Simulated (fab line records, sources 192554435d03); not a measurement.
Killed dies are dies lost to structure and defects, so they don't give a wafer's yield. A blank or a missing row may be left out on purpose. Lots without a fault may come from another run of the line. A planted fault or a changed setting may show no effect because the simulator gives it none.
A struck lot beside a sound one | flow n5_finfet | 41 steps out of a route of 1938
Sound: wafers L286.1, L286.2, L286.5. Struck: wafers L278.1, L278.2, L278.5. The cause comes at the end.
At each step with rows: each side's tool, then ch and its chambers, then its first start. Under that, the readings that differ: sound wafers | struck wafers | difference of the means | sigmas: that difference in standard deviations of wafers without a fault.
alike: readings whose means differ by less than 2 such deviations, and words and numbers that are the same on both sides. not compared: withheld readings, readings that some wafer has no value for, bounds like >300 that may hide the same value, and numbers for which the record gives no deviation and whose values overlap.
The two part at a step that has a row with sigmas, a row that says differs or no value, or rows on one side only. Numbers that don't overlap but have no deviation are shown without sigmas and don't part them. A reading that every wafer of one side lacks parts them only if that side has two wafers or more.

first, 9 steps without rows for these wafers: N5_BEOL_M4_ANNEAL_95 (time 240 s); N5_BEOL_M4_SPUTTER_96 (material Cu, target thk 4.5 nm, time 8.29 s); N5_BEOL_M4_ECD_50 (material Cu, target thk 300 nm); N5_BEOL_M4_ANNEAL_51 (time 90 s); N5_BEOL_M4_CMP_52 (polishes, stops on SiOC, t overpolish 6.8 s, target thk 40 nm); N5_BEOL_M4_PRE_CLEAN_60 (time 15 s); N5_BEOL_M4_CO_CAP_55 (material Co, precursor CCTBA/H2, target thk 2 nm, time 102.1 s); N5_BEOL_M4_PRE_CLEAN_56 (time 15 s); N5_BEOL_M4_DEP_57 (deposits SiCN from 3MS/NH3, target thk 8 nm, time 14 s).
N5_BEOL_M4_RC_MEAS_101:
  sound on prober-01 ch 0, day 14 17:26; struck on prober-02 ch 0, day 12 22:33
  alike: DIBL_N, DIBL_P, IOFF_N, IOFF_P, ION_N, ION_P, SS_N, SS_P, VT_N, VT_P
then, 24 steps without rows for these wafers: N5_BEOL_M5_ILD_DEP_00 (deposits SiCOH lowk from DEMS/porogen, target thk 140.64 nm, time 25.9 s); N5_BEOL_M5_CURE_79 (cures SiCOH lowk, time 240 s); N5_BEOL_M5_PECVD_70 (deposits SiO2 from TEOS/O2, target thk 16 nm, time 18 s); N5_BEOL_M5_HM_DEP_02 (deposits TiN, target thk 20 nm); N5_BEOL_M5_COAT_59 (time 60 s, resist thk 60 nm); N5_BEOL_M5_COAT_60 (time 60 s, resist thk 12 nm); N5_BEOL_M5_COAT_71 (time 60 s, resist thk 5 nm); N5_BEOL_M5_COAT_05 (resist thk 30 nm); N5_BEOL_M5_EBR_07; N5_BEOL_M5_SOFTBAKE_06 (time 60 s); N5_BEOL_M5_EXPOSE_08 (exposes mask M5, target cd 28 nm); N5_BEOL_M5_PEB_09 (peb time 60 s); N5_BEOL_M5_DEVELOP_10 (develop time 30 s); N5_BEOL_M5_DESCUM_16 (chemistry O2, time 7 s); N5_BEOL_M5_ETCH_72 (etches underlayer in N2/H2, target depth 6.5 nm, time 5.2 s); N5_BEOL_M5_ETCH_61 (etches SiARC in CF4, target depth 15.6 nm, time 26 s); N5_BEOL_M5_ETCH_62 (etches SOC in N2/H2, target depth 75 nm, overetch 15 nm, time 112.5 s); N5_BEOL_M5_STRIP_63 (strips in N2/H2); N5_BEOL_M5_STRIP_73 (strips in N2/H2); N5_BEOL_M5_STRIP_64 (strips in CF4); N5_BEOL_M5_HM_OPEN_17 (chemistry Cl2/BCl3, target TiN, target depth 20 nm, overetch 6 nm); N5_BEOL_M5_STRIP_19 (strips in O2); N5_BEOL_M5_COAT_65 (time 60 s, resist thk 60 nm); N5_BEOL_M5_COAT_66 (time 60 s, resist thk 12 nm).
N5_BEOL_M10_STRIP_67: strips in CF4.
  sound on rie_diel-01 ch 1,2,3, day 17 09:26; struck on rie_diel-04 ch 0,1,3, day 14 22:30
  no value came back on the struck wafers for any of 8 readings (bias_power_w (W), cf4_flow_sccm (sccm) and others); on the sound wafers bias_power_w (W) reads 74.50 74.82 74.88
  reading                                     | sound | struck       | difference | sigmas
  model.SiARC_of_BEOL_M10_COAT_60.thk_nm (nm) | 0 0 0 | 23 23.8 23.2 | +23        |
  not compared: rf_hours_counter_h
N5_BEOL_M10_STRIP_19: strips in O2.
  sound on rie_diel-03 ch 0,3, day 17 09:35; struck on rie_diel-01 ch 1,3, day 14 22:39
  reading                                   | sound | struck       | difference | sigmas
  model.SOC_of_BEOL_M10_COAT_59.thk_nm (nm) | 0 0 0 | 92 92.2 92.2 | +92        |
  alike: chamber_pressure_mTorr, drypump_motor_current_A, oes_product_au, rf_vpp_V, showerhead_plenum_p_Torr, throttle_valve_pct
  not compared: rf_hours_counter_h
N5_BEOL_M10_ETCH_66: etches SOC in N2/H2, target depth 120 nm, overetch 24 nm, time 180 s.
  sound on rie_diel-01 ch 1,2,3, day 17 10:46; struck on rie_diel-03 ch 1,3, day 15 01:14
  reading                  | sound             | struck            | difference | sigmas
  model.etch.depth_nm (nm) | 100.3 99.98 100.1 | 142.4 138.9 137.8 | +39.6      |
  alike: bias_w, chamber_pressure_mTorr, drypump_motor_current_A, oes_product_au, rf_vpp_V, showerhead_plenum_p_Torr, throttle_valve_pct
  not compared: rf_hours_counter_h
N5_BEOL_M10_VIA_ETCH_34: etches SiCOH lowk in C4F6/O2, target depth 184.5 nm, time 69.2 s.
  sound on rie_diel-01 ch 1,2,3, day 17 10:54; struck on rie_diel-03 ch 1,3, day 15 01:22
  reading               | sound          | struck         | difference | sigmas
  oes_product_au (a.u.) | 0.84 0.77 0.69 | 0.28 0.28 0.28 | -0.49      | -6
  rf_vpp_V (V)          | 691 712 691    | 632 649 649    | -55        | -2
  alike: bias_w, chamber_pressure_mTorr, drypump_motor_current_A, showerhead_plenum_p_Torr, throttle_valve_pct
  not compared: rf_hours_counter_h
N5_BEOL_M10_ETCH_41: etches SiCN in CH3F/O2, target depth 42.6 nm, time 86 s.
  sound on rie_diel-01 ch 1,2,3; struck on rie_diel-03 ch 1,3
  reading                                     | sound | struck       | difference | sigmas
  model.SiARC_of_BEOL_M10_COAT_60.thk_nm (nm) | 0 0 0 | 10.6 11.8 11 | +11.1      |
  alike: bias_w, chamber_pressure_mTorr, drypump_motor_current_A, oes_product_au, rf_vpp_V, showerhead_plenum_p_Torr, throttle_valve_pct
  not compared: rf_hours_counter_h
N5_BEOL_M10_OCD_MEAS_38:
  sound on ocd-02, day 17 11:11; struck on ocd-01, day 15 01:39
  reading              | sound       | struck | difference                    | sigmas
  trench_depth_nm (nm) | 148 147 143 | - - -  | no value on the struck wafers |
-- the record jumps here: 3 days lie between the struck wafers' starts before and after (it left off in module BEOL_M10 and takes up again in module PASSIVATION, whose first step shown is number 1936 of the route) --
N5_PASSIVATION_PROBE_49:
  sound on prober-01, day 19 15:45; struck on prober-01, day 17 22:13
  reading                  | sound          | struck         | difference | sigmas
  defect_limited_yield (%) | 90.6 93.2 92.5 | 0 0 0          | -92        | -58
  killed_at_M4_up          | 14 8 9         | 1071 1084 1062 | +1062      | +99 or more
  killed_dies              | 111 80 88      | 1180 1180 1180 | +1087      | +57
  killed_on_rim            | 12 9 8         | 152 152 152    | +142       | +33
  sort_bin_5_function (%)  | 4.9 3.5 4.7    | 96.4 96.6 95.3 | +91.7      | +92
  sort_n_pass              | 1069 1100 1092 | 0 0 0          | -1087      | -54
  sort_yield_pct (%)       | 90.6 93.2 92.5 | 0 0 0          | -92        | -54
  alike: killed_at_M0_to_M3, killed_at_contacts, killed_at_front_end, killed_at_other, killed_open, killed_short, sort_bin_6_memory

WHERE THEY PART
First at N5_BEOL_M10_STRIP_67; last, within this record, at N5_PASSIVATION_PROBE_49.

WHY: what the simulator had put in
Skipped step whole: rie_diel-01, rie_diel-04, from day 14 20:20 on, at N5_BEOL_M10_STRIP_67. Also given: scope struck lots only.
